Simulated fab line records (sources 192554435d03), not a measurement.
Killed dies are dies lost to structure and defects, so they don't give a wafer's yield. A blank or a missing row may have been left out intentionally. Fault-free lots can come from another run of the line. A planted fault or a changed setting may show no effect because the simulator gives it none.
Which tool was responsible? / flow n5-finfet / 10 lots with 30 wafers sampled at 5 steps, on a route of 1938 steps

== WHAT THE GAUGES SHOWED, per wafer ==
The record lacks any reading of a measuring or inspecting step that a usual standard deviation could be used to judge.

== EACH LOT AND THE TOOL THAT RAN IT (in order: tool; ch and the chambers of the sampled wafers; start) ==
lot=L759; N5_BEOL_M11_ALD_74=ald-metal-01 ch 0,2,3, day 11 04:17; N5_BEOL_M11_SPUTTER_48=pvd-sputter-02, day 11 04:53; N5_BEOL_M11_ANNEAL_51=rtp-anneal-02 ch 0, day 11 05:27; N5_BEOL_M12_ETCH_59=rie-diel-02 ch 1,2,3, day 11 06:48; N5_BEOL_M12_STRIP_63=plasma-asher-02 ch 0,1, day 11 07:03
lot=L762; N5_BEOL_M11_ALD_74=ald-metal-02 ch 0,3, day 11 14:54; N5_BEOL_M11_SPUTTER_48=pvd-sputter-03, day 11 15:38; N5_BEOL_M11_ANNEAL_51=rtp-anneal-02 ch 0, day 11 16:24; N5_BEOL_M12_ETCH_59=rie-diel-01 ch 0,3, day 11 17:40; N5_BEOL_M12_STRIP_63=plasma-asher-02 ch 0,1, day 11 17:56
lot=L767; N5_BEOL_M11_ALD_74=ald-metal-02 ch 2,3, day 13 11:47; N5_BEOL_M11_SPUTTER_48=pvd-sputter-03, day 13 13:54; N5_BEOL_M11_ANNEAL_51=rtp-anneal-02 ch 0, day 13 14:13; N5_BEOL_M12_ETCH_59=rie-diel-04 ch 1,2,3, day 13 15:46; N5_BEOL_M12_STRIP_63=plasma-asher-01 ch 0,1, day 13 16:02
lot=L768; N5_BEOL_M11_ALD_74=ald-metal-02 ch 1,3, day 13 16:53; N5_BEOL_M11_SPUTTER_48=pvd-sputter-01, day 13 17:21; N5_BEOL_M11_ANNEAL_51=rtp-anneal-01 ch 0, day 13 17:35; N5_BEOL_M12_ETCH_59=rie-diel-04 ch 2,3, day 13 19:51; N5_BEOL_M12_STRIP_63=plasma-asher-02 ch 1, day 13 20:06
lot=L772; N5_BEOL_M11_ALD_74=ald-metal-02 ch 0,1,3, day 15 07:53; N5_BEOL_M11_SPUTTER_48=pvd-sputter-03, day 15 08:39; N5_BEOL_M11_ANNEAL_51=rtp-anneal-02 ch 0, day 15 08:53; N5_BEOL_M12_ETCH_59=rie-diel-01 ch 0,1,3, day 15 10:17; N5_BEOL_M12_STRIP_63=plasma-asher-02 ch 1, day 15 10:32
lot=L773; N5_BEOL_M11_ALD_74=ald-metal-02 ch 2,3, day 15 08:10; N5_BEOL_M11_SPUTTER_48=pvd-sputter-03, day 15 08:51; N5_BEOL_M11_ANNEAL_51=rtp-anneal-01 ch 0, day 15 09:25; N5_BEOL_M12_ETCH_59=rie-diel-04 ch 0,1,2, day 15 10:47; N5_BEOL_M12_STRIP_63=plasma-asher-01 ch 0,1, day 15 11:04
lot=L774; N5_BEOL_M11_ALD_74=ald-metal-02 ch 0,1,3, day 15 14:44; N5_BEOL_M11_SPUTTER_48=pvd-sputter-03, day 15 16:47; N5_BEOL_M11_ANNEAL_51=rtp-anneal-01 ch 0, day 15 17:03; N5_BEOL_M12_ETCH_59=rie-diel-04 ch 0,2, day 15 18:42; N5_BEOL_M12_STRIP_63=plasma-asher-01 ch 0,1, day 15 18:57
lot=L776; N5_BEOL_M11_ALD_74=ald-metal-04 ch 0,1,2, day 17 02:52; N5_BEOL_M11_SPUTTER_48=pvd-sputter-03, day 17 03:32; N5_BEOL_M11_ANNEAL_51=rtp-anneal-02 ch 0, day 17 04:12; N5_BEOL_M12_ETCH_59=rie-diel-01 ch 0,3, day 17 05:49; N5_BEOL_M12_STRIP_63=plasma-asher-02 ch 0,1, day 17 06:04
lot=L779; N5_BEOL_M11_ALD_74=ald-metal-02 ch 1,2, day 17 07:02; N5_BEOL_M11_SPUTTER_48=pvd-sputter-02, day 17 07:41; N5_BEOL_M11_ANNEAL_51=rtp-anneal-02 ch 0, day 17 07:59; N5_BEOL_M12_ETCH_59=rie-diel-04 ch 1,2,3, day 17 09:31; N5_BEOL_M12_STRIP_63=plasma-asher-01 ch 0,1, day 17 09:46
lot=L781; N5_BEOL_M11_ALD_74=ald-metal-04 ch 1,2, day 17 07:52; N5_BEOL_M11_SPUTTER_48=pvd-sputter-02, day 17 08:27; N5_BEOL_M11_ANNEAL_51=rtp-anneal-02 ch 0, day 17 08:44; N5_BEOL_M12_ETCH_59=rie-diel-02 ch 0,3, day 17 10:10; N5_BEOL_M12_STRIP_63=plasma-asher-01 ch 0,1, day 17 10:25
- N5_BEOL_M11_ALD_74: deposits TaN, target thk 2 nm, pulse time 2 s, purge time 3 s.
- N5_BEOL_M11_SPUTTER_48: material Cu, target thk 12 nm, time 2 s.
- N5_BEOL_M11_ANNEAL_51: time 90 s.
- N5_BEOL_M12_ETCH_59: etches BARC in N2/H2, target depth 89 nm, overetch 26.7 nm, time 67.9 s.
- N5_BEOL_M12_STRIP_63: strips in N2/H2.

== WHAT THE TOOLS THEMSELVES READ (means of the sampled wafers that have a number; where no wafer has one, the mark that the record gives instead) ==
N5_BEOL_M11_ALD_74. Usual: heater-power-w reads 411 W (standard deviation 44).
lot=L759; tool=ald-metal-01; heater-power-w (W)=436; flag=
lot=L762; tool=ald-metal-02; heater-power-w (W)=446; flag=
lot=L767; tool=ald-metal-02; heater-power-w (W)=383; flag=
lot=L768; tool=ald-metal-02; heater-power-w (W)=397; flag=
lot=L772; tool=ald-metal-02; heater-power-w (W)=430; flag=
lot=L773; tool=ald-metal-02; heater-power-w (W)=411; flag=
lot=L774; tool=ald-metal-02; heater-power-w (W)=429; flag=
lot=L776; tool=ald-metal-04; heater-power-w (W)=390; flag=
lot=L779; tool=ald-metal-02; heater-power-w (W)=378; flag=
lot=L781; tool=ald-metal-04; heater-power-w (W)=399; flag=

N5_BEOL_M11_SPUTTER_48. Usual: substrate-temp-c -19.99 C, standard deviation 0.1; throttle-valve-pct 29.9 %, standard deviation 1.
lot=L759; tool=pvd-sputter-02; substrate-temp-c (C)=-19.94; throttle-valve-pct (%)=30.3; flag=
lot=L762; tool=pvd-sputter-03; substrate-temp-c (C)=-19.93; throttle-valve-pct (%)=28.4; flag=
lot=L767; tool=pvd-sputter-03; substrate-temp-c (C)=-19.94; throttle-valve-pct (%)=29.5; flag=
lot=L768; tool=pvd-sputter-01; substrate-temp-c (C)=-19.87; throttle-valve-pct (%)=30.6; flag=
lot=L772; tool=pvd-sputter-03; substrate-temp-c (C)=-19.94; throttle-valve-pct (%)=29.0; flag=
lot=L773; tool=pvd-sputter-03; substrate-temp-c (C)=-20.02; throttle-valve-pct (%)=29.7; flag=
lot=L774; tool=pvd-sputter-03; substrate-temp-c (C)=-20.04; throttle-valve-pct (%)=29.5; flag=
lot=L776; tool=pvd-sputter-03; substrate-temp-c (C)=-19.98; throttle-valve-pct (%)=29.5; flag=
lot=L779; tool=pvd-sputter-02; substrate-temp-c (C)=-20.13; throttle-valve-pct (%)=30.1; flag=
lot=L781; tool=pvd-sputter-02; substrate-temp-c (C)=-19.96; throttle-valve-pct (%)=30.8; flag=

N5_BEOL_M11_ANNEAL_51. Usual: wafer_temp_C_max reads 225.81 (standard deviation 0.22).
lot=L759 tool=rtp-anneal-02 wafer_temp_C_max=226.09 flag=
lot=L762 tool=rtp-anneal-02 wafer_temp_C_max=226.12 flag=
lot=L767 tool=rtp-anneal-02 wafer_temp_C_max=225.69 flag=
lot=L768 tool=rtp-anneal-01 wafer_temp_C_max=225.81 flag=
lot=L772 tool=rtp-anneal-02 wafer_temp_C_max=225.83 flag=
lot=L773 tool=rtp-anneal-01 wafer_temp_C_max=225.88 flag=
lot=L774 tool=rtp-anneal-01 wafer_temp_C_max=226.13 flag=
lot=L776 tool=rtp-anneal-02 wafer_temp_C_max=225.72 flag=
lot=L779 tool=rtp-anneal-02 wafer_temp_C_max=225.75 flag=
lot=L781 tool=rtp-anneal-02 wafer_temp_C_max=225.71 flag=

N5_BEOL_M12_ETCH_59. Usual: bias-w is 149.9 W with standard deviation 0.44, chamber-pressure-mTorr is 30.002 mTorr with standard deviation 0.026, drypump-motor-current-A is 5.7 A with standard deviation 0.48, oes-product-au is 0.66 a.u. with standard deviation 0.045, rf-vpp-V is 523.0 V with standard deviation 2.5, showerhead-plenum-p-Torr is 2.51 Torr with standard deviation 0.085, and throttle-valve-pct is 17.87 % with standard deviation 0.2.
lot=L759; tool=rie-diel-02; bias-w (W)=149.8; chamber-pressure-mTorr (mTorr)=30.005; drypump-motor-current-A (A)=5.9; oes-product-au (a.u.)=0.67; rf-vpp-V (V)=522.9; showerhead-plenum-p-Torr (Torr)=2.52; throttle-valve-pct (%)=17.92; flag=
lot=L762; tool=rie-diel-01; bias-w (W)=150.3; chamber-pressure-mTorr (mTorr)=30.001; drypump-motor-current-A (A)=6.3; oes-product-au (a.u.)=0.67; rf-vpp-V (V)=520.8; showerhead-plenum-p-Torr (Torr)=2.45; throttle-valve-pct (%)=17.79; flag=
lot=L767; tool=rie-diel-04; bias-w (W)=-; chamber-pressure-mTorr (mTorr)=-; drypump-motor-current-A (A)=-; oes-product-au (a.u.)=-; rf-vpp-V (V)=-; showerhead-plenum-p-Torr (Torr)=-; throttle-valve-pct (%)=-; flag=OFF
lot=L768; tool=rie-diel-04; bias-w (W)=-; chamber-pressure-mTorr (mTorr)=-; drypump-motor-current-A (A)=-; oes-product-au (a.u.)=-; rf-vpp-V (V)=-; showerhead-plenum-p-Torr (Torr)=-; throttle-valve-pct (%)=-; flag=OFF
lot=L772; tool=rie-diel-01; bias-w (W)=149.9; chamber-pressure-mTorr (mTorr)=29.989; drypump-motor-current-A (A)=5.8; oes-product-au (a.u.)=0.67; rf-vpp-V (V)=523.2; showerhead-plenum-p-Torr (Torr)=2.51; throttle-valve-pct (%)=17.81; flag=
lot=L773; tool=rie-diel-04; bias-w (W)=149.9; chamber-pressure-mTorr (mTorr)=29.990; drypump-motor-current-A (A)=5.4; oes-product-au (a.u.)=0.66; rf-vpp-V (V)=522.4; showerhead-plenum-p-Torr (Torr)=2.48; throttle-valve-pct (%)=17.90; flag=
lot=L774; tool=rie-diel-04; bias-w (W)=150.0; chamber-pressure-mTorr (mTorr)=29.982; drypump-motor-current-A (A)=5.6; oes-product-au (a.u.)=0.68; rf-vpp-V (V)=521.6; showerhead-plenum-p-Torr (Torr)=2.49; throttle-valve-pct (%)=17.76; flag=
lot=L776; tool=rie-diel-01; bias-w (W)=150.0; chamber-pressure-mTorr (mTorr)=29.992; drypump-motor-current-A (A)=6.2; oes-product-au (a.u.)=0.63; rf-vpp-V (V)=521.4; showerhead-plenum-p-Torr (Torr)=2.42; throttle-valve-pct (%)=17.89; flag=
lot=L779; tool=rie-diel-04; bias-w (W)=149.7; chamber-pressure-mTorr (mTorr)=29.988; drypump-motor-current-A (A)=5.2; oes-product-au (a.u.)=0.65; rf-vpp-V (V)=523.3; showerhead-plenum-p-Torr (Torr)=2.51; throttle-valve-pct (%)=17.91; flag=
lot=L781; tool=rie-diel-02; bias-w (W)=149.8; chamber-pressure-mTorr (mTorr)=30.001; drypump-motor-current-A (A)=5.4; oes-product-au (a.u.)=0.74; rf-vpp-V (V)=524.1; showerhead-plenum-p-Torr (Torr)=2.54; throttle-valve-pct (%)=17.77; flag=

N5_BEOL_M12_STRIP_63. Usual: drypump-motor-current-A 5.5 A, standard deviation 0.52; heater-power-w 361 W, standard deviation 30; oes-product-au 0.693 a.u., standard deviation 0.0042; strip-time-to-endpoint-s 42.4 s, standard deviation 0.89.
lot=L759; tool=plasma-asher-02; drypump-motor-current-A (A)=5.6; heater-power-w (W)=371; oes-product-au (a.u.)=0.692; strip-time-to-endpoint-s (s)=42.0; flag=
lot=L762; tool=plasma-asher-02; drypump-motor-current-A (A)=5.7; heater-power-w (W)=373; oes-product-au (a.u.)=0.689; strip-time-to-endpoint-s (s)=42.1; flag=
lot=L767; tool=plasma-asher-01; drypump-motor-current-A (A)=5.1; heater-power-w (W)=328; oes-product-au (a.u.)=0.758; strip-time-to-endpoint-s (s)=60.4; flag=OFF
lot=L768; tool=plasma-asher-02; drypump-motor-current-A (A)=5.9; heater-power-w (W)=353; oes-product-au (a.u.)=0.737; strip-time-to-endpoint-s (s)=58.7; flag=OFF
lot=L772; tool=plasma-asher-02; drypump-motor-current-A (A)=5.9; heater-power-w (W)=363; oes-product-au (a.u.)=0.692; strip-time-to-endpoint-s (s)=42.3; flag=
lot=L773; tool=plasma-asher-01; drypump-motor-current-A (A)=5.1; heater-power-w (W)=333; oes-product-au (a.u.)=0.691; strip-time-to-endpoint-s (s)=42.7; flag=
lot=L774; tool=plasma-asher-01; drypump-motor-current-A (A)=5.6; heater-power-w (W)=321; oes-product-au (a.u.)=0.696; strip-time-to-endpoint-s (s)=43.6; flag=
lot=L776; tool=plasma-asher-02; drypump-motor-current-A (A)=5.4; heater-power-w (W)=384; oes-product-au (a.u.)=0.692; strip-time-to-endpoint-s (s)=42.3; flag=
lot=L779; tool=plasma-asher-01; drypump-motor-current-A (A)=5.1; heater-power-w (W)=327; oes-product-au (a.u.)=0.691; strip-time-to-endpoint-s (s)=42.4; flag=
lot=L781; tool=plasma-asher-01; drypump-motor-current-A (A)=5.6; heater-power-w (W)=323; oes-product-au (a.u.)=0.692; strip-time-to-endpoint-s (s)=42.4; flag=

== THE ANSWER, worked out from the rows above alone ==
Rule: lot off if the mean of its wafers having a number is beyond 3 standard deviations from the usual mean. Also off: a lot with no number at a reading for which 4 or more lots have one. Any other lot the step has rows for is counted as sound. Order of review: gauges by route order, followed by the tools' own readings, for which a lot's mean as printed above is used. At the first step where some lot is off, the reading lying furthest off is the one used; lots without a number count as furthest.
Off: L767, L768, at N5_BEOL_M12_ETCH_59 (bias-w). Without a number there: L767, L768.
If a tool, at that step or one of the process steps before it, ran each lot that is off and ran no sound lot following the first of them, it fits. No candidate that was tried fits.

== WHAT THE SIMULATOR HAD INSERTED ==
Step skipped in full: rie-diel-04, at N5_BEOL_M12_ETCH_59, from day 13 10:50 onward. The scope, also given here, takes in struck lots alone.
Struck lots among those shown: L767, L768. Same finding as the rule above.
